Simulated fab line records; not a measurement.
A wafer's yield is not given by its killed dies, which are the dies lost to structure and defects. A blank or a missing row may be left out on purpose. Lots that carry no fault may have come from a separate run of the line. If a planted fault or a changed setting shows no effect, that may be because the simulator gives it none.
Which tool was responsible? ; flow n5_finfet ; Sampling: 10 lots, 30 wafers, 5 of 1938 route steps

== WHAT EACH GAUGE READ, for each wafer ==
The record lacks any reading of a measuring or inspecting step that a usual standard deviation could be used to judge.

== TOOL THAT RAN EACH LOT (tool first, then ch and the chambers of the sampled wafers, then the start) ==
lot;N5_BEOL_M10_SPUTTER_48;N5_BEOL_M11_SURFACE_TREAT_76;N5_BEOL_M11_SPUTTER_48;N5_BEOL_M12_COAT_58;N5_BEOL_M12_STRIP_64
L324;pvd_sputter-02, day 9 12:11;pvd_sputter-03, day 9 19:13;pvd_sputter-02, day 9 19:38;litho_track-04 ch 0, day 9 21:22;plasma_asher-02 ch 0,1, day 9 22:25
L325;pvd_sputter-01, day 10 05:53;pvd_sputter-01, day 10 13:17;pvd_sputter-01, day 10 13:32;litho_track-01 ch 0, day 10 14:47;plasma_asher-02 ch 0,1, day 10 15:46
L327;pvd_sputter-01, day 10 18:26;pvd_sputter-01, day 11 00:44;pvd_sputter-03, day 11 01:15;litho_track-01 ch 0, day 11 02:49;plasma_asher-01 ch 0,1, day 11 03:38
L326;pvd_sputter-03, day 10 18:57;pvd_sputter-02, day 11 02:15;pvd_sputter-02, day 11 02:27;litho_track-04 ch 0, day 11 03:37;plasma_asher-02 ch 0,1, day 11 04:20
L335;pvd_sputter-02, day 12 18:59;pvd_sputter-01, day 13 04:56;pvd_sputter-02, day 13 05:11;litho_track-04 ch 0, day 13 06:32;plasma_asher-01 ch 0,1, day 13 07:14
L339;pvd_sputter-02, day 13 23:49;pvd_sputter-01, day 14 06:02;pvd_sputter-01, day 14 06:22;litho_track-04 ch 0, day 14 07:32;plasma_asher-01 ch 1, day 14 08:14
L345;pvd_sputter-03, day 15 12:09;pvd_sputter-02, day 15 20:38;pvd_sputter-02, day 15 20:55;litho_track-05 ch 0, day 15 22:08;plasma_asher-01 ch 0, day 15 23:00
L347;pvd_sputter-03, day 15 13:56;pvd_sputter-01, day 15 21:01;pvd_sputter-01, day 15 21:14;litho_track-01 ch 0, day 15 22:30;plasma_asher-02 ch 0,1, day 15 23:20
L343;pvd_sputter-01, day 15 16:03;pvd_sputter-03, day 16 01:41;pvd_sputter-02, day 16 02:14;litho_track-01 ch 0, day 16 04:07;plasma_asher-01 ch 0,1, day 16 04:58
L346;pvd_sputter-02, day 16 06:01;pvd_sputter-02, day 16 14:12;pvd_sputter-01, day 16 16:01;litho_track-04 ch 0, day 16 17:26;plasma_asher-02 ch 0,1, day 16 18:22
- N5_BEOL_M10_SPUTTER_48: material Cu, target thk 12 nm, time 2 s.
- N5_BEOL_M11_SURFACE_TREAT_76
- N5_BEOL_M11_SPUTTER_48: material Cu, target thk 12 nm, time 2 s.
- N5_BEOL_M12_COAT_58: time 60 s, resist thk 89 nm.
- N5_BEOL_M12_STRIP_64: strips in N2/H2.

== WHAT THE TOOLS THEMSELVES READ (means of the sampled wafers that have a number; where no wafer has one, the mark that the record gives instead) ==
N5_BEOL_M10_SPUTTER_48. Usual: cathode_dc_power_W 26000 W, standard deviation 4.6; chamber_pressure_pa 0.12997 Pa, standard deviation 0.00026; chuck_sensor_temp_C -16.0 C, standard deviation 0.44; throttle_valve_pct 29.9 %, standard deviation 0.94.
lot;tool;cathode_dc_power_W (W);chamber_pressure_pa (Pa);chuck_sensor_temp_C (C);throttle_valve_pct (%);flag
L324;pvd_sputter-02;25999;0.12994;-15.8;29.4;
L325;pvd_sputter-01;25998;0.13019;-16.1;30.7;
L327;pvd_sputter-01;26000;0.12996;-16.1;30.3;
L326;pvd_sputter-03;26001;0.12999;-16.5;30.0;
L335;pvd_sputter-02;26003;0.13024;-16.4;29.2;
L339;pvd_sputter-02;26002;0.12985;-15.9;29.6;
L345;pvd_sputter-03;26004;0.12988;-16.3;30.6;
L347;pvd_sputter-03;25998;0.12998;-16.0;30.2;
L343;pvd_sputter-01;25999;0.12984;-16.0;30.8;
L346;pvd_sputter-02;26001;0.13004;-16.4;29.2;

N5_BEOL_M11_SPUTTER_48. Usual: cathode_dc_power_W 26000 W, standard deviation 4.7; chamber_pressure_pa 0.13 Pa, standard deviation 0.0003; chuck_sensor_temp_C -16.0 C, standard deviation 0.44; throttle_valve_pct 30.0 %, standard deviation 0.96.
lot;tool;cathode_dc_power_W (W);chamber_pressure_pa (Pa);chuck_sensor_temp_C (C);throttle_valve_pct (%);flag
L324;pvd_sputter-02;26001;0.13;-15.8;29.4;
L325;pvd_sputter-01;25996;0.13;-16.1;30.8;
L327;pvd_sputter-03;26002;0.13;-15.8;30.4;
L326;pvd_sputter-02;26005;0.13;-16.4;29.0;
L335;pvd_sputter-02;25999;0.13;-15.7;29.6;
L339;pvd_sputter-01;26001;0.13;-16.1;30.1;
L345;pvd_sputter-02;26002;0.13;-16.1;29.0;
L347;pvd_sputter-01;26002;0.13;-16.2;29.8;
L343;pvd_sputter-02;26001;0.13;-16.0;29.4;
L346;pvd_sputter-01;25995;0.13;-16.3;30.2;

N5_BEOL_M12_COAT_58. Usual: heater_power_total_W 391.8 W, standard deviation 1.4; spin_speed_rpm 1499.9 rpm, standard deviation 0.96.
lot;tool;heater_power_total_W (W);spin_speed_rpm (rpm);flag
L324;litho_track-04;391.0;1499.2;
L325;litho_track-01;392.9;1500.6;
L327;litho_track-01;391.1;1497.8;
L326;litho_track-04;391.2;1498.6;
L335;litho_track-04;389.9;1559.5;OFF
L339;litho_track-04;392.9;1560.1;OFF
L345;litho_track-05;390.3;1500.4;
L347;litho_track-01;392.5;1500.0;
L343;litho_track-01;393.0;1500.5;
L346;litho_track-04;392.5;1500.0;

N5_BEOL_M12_STRIP_64. Usual: drypump_motor_current_A 5.63 A, standard deviation 0.23; heater_power_w 348 W, standard deviation 28; oes_product_au 0.715 a.u., standard deviation 0.0048; strip_time_to_endpoint_s 31.35 s, standard deviation 0.088.
lot;tool;drypump_motor_current_A (A);heater_power_w (W);oes_product_au (a.u.);strip_time_to_endpoint_s (s);flag
L324;plasma_asher-02;5.37;358;0.721;31.29;
L325;plasma_asher-02;5.54;333;0.707;31.32;
L327;plasma_asher-01;5.80;349;0.720;31.31;
L326;plasma_asher-02;5.37;362;0.717;31.19;
L335;plasma_asher-01;5.78;350;0.715;30.85;OFF
L339;plasma_asher-01;5.72;342;0.711;30.77;OFF
L345;plasma_asher-01;5.83;357;0.712;31.29;
L347;plasma_asher-02;5.55;334;0.713;31.40;
L343;plasma_asher-01;5.79;354;0.718;31.44;
L346;plasma_asher-02;5.38;362;0.717;31.35;

== THE ANSWER, worked out from the rows above alone ==
Rule: lot off if the mean of its wafers having a number is beyond 3 standard deviations from the usual mean. Also off: a lot with no number at a reading for which 4 or more lots have one. Where the step has rows for the other lots, those lots are counted as sound. First the gauges in route order, then the tools' own readings, where a lot's mean is used as printed above. At the first step where some lot is off, the reading lying furthest off is the one used; lots without a number count as furthest.
Off at N5_BEOL_M12_COAT_58 (spin_speed_rpm): L335, L339.
A tool fits if, at that step or a process step before it, it ran every lot that is off, and no sound lot after the first of them. Of those tried, none fits.

== WHAT THE SIMULATOR HAD PUT IN ==
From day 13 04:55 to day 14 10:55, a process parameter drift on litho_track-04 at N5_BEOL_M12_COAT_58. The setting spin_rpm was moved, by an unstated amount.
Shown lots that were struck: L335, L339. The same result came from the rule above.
